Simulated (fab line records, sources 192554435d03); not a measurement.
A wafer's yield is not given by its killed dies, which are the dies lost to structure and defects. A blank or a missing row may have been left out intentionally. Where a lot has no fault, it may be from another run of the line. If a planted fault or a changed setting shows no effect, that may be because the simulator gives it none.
Chamber matching    flow n5_finfet    3 sister chambers for N5_BEOL_M4_PECVD_72 on pecvd-03
The step deposits SiO2 from TEOS/O2, target thk 16 nm, time 18 s. 18 wafers are shown with their chamber, then 9 later ones without.

## WAFERS PAIRED WITH THEIR CHAMBERS
wafer   chamber  throttle_valve_pct (%)  showerhead_plenum_p_Torr (Torr)  heater_power_outer_w (W)
L074.2  2        21.5                    8.79                             350
L074.3  1        22.8                    8.70                             492
L074.4  2        21.5                    8.78                             351
L075.4  1        22.8                    8.70                             476
L075.5  0        24.1                    8.84                             339
L075.6  2        21.7                    8.80                             371
L078.2  0        24.4                    8.86                             352
L078.3  1        22.7                    8.69                             409
L078.4  0        24.6                    8.87                             351
L079.1  0        24.5                    8.83                             364
L079.2  1        22.8                    8.68                             449
L079.6  2        21.5                    8.79                             372
L080.1  0        24.4                    8.84                             372
L080.3  1        23.0                    8.67                             418
L080.4  1        22.6                    8.69                             421
L084.2  0        24.3                    8.86                             326
L084.3  1        22.7                    8.69                             508
L084.6  0        24.2                    8.85                             319

SIGNATURES (averages over the wafers above)
reading                   chamber 0  chamber 1  chamber 2  scatter within a chamber
throttle_valve_pct        24.357     22.771     21.550     0.142
showerhead_plenum_p_Torr  8.8500     8.6886     8.7900     0.0118
heater_power_outer_w      346.14     453.29     361.00     28.2
Rule: distance of a wafer from a chamber = root of the sum over the readings of ((wafer's reading minus chamber's mean) / reading's scatter) squared. The wafer belongs to the nearest chamber; if the next one is less than 2 further off, it can't be placed. The scatter: the root of (the sum of the squares of (reading less its chamber's mean) over the shown wafers, divided by (wafers less chambers)).

## WAFERS WHOSE CHAMBER IS MISSING
wafer   throttle_valve_pct (%)  showerhead_plenum_p_Torr (Torr)  heater_power_outer_w (W)
L085.2  24.4                    8.82                             335
L085.4  22.8                    8.69                             453
L085.5  21.9                    8.78                             341
L088.1  24.3                    8.83                             383
L088.5  22.0                    8.78                             370
L088.6  22.9                    8.69                             478
L095.2  22.6                    8.69                             498
L095.5  22.3                    8.79                             366
L095.6  24.5                    8.86                             373

## CHAMBER TAKEN BY EACH
wafer   from the rows above  in truth
L085.2  0                    0
L085.4  1                    1
L085.5  2                    2
L088.1  0                    0
L088.5  2                    2
L088.6  1                    1
L095.2  1                    1
L095.5  2                    2
L095.6  0                    0
Correct placement for 9 of the 9. Not placeable from these rows: 0. Wrongly placed: 0.
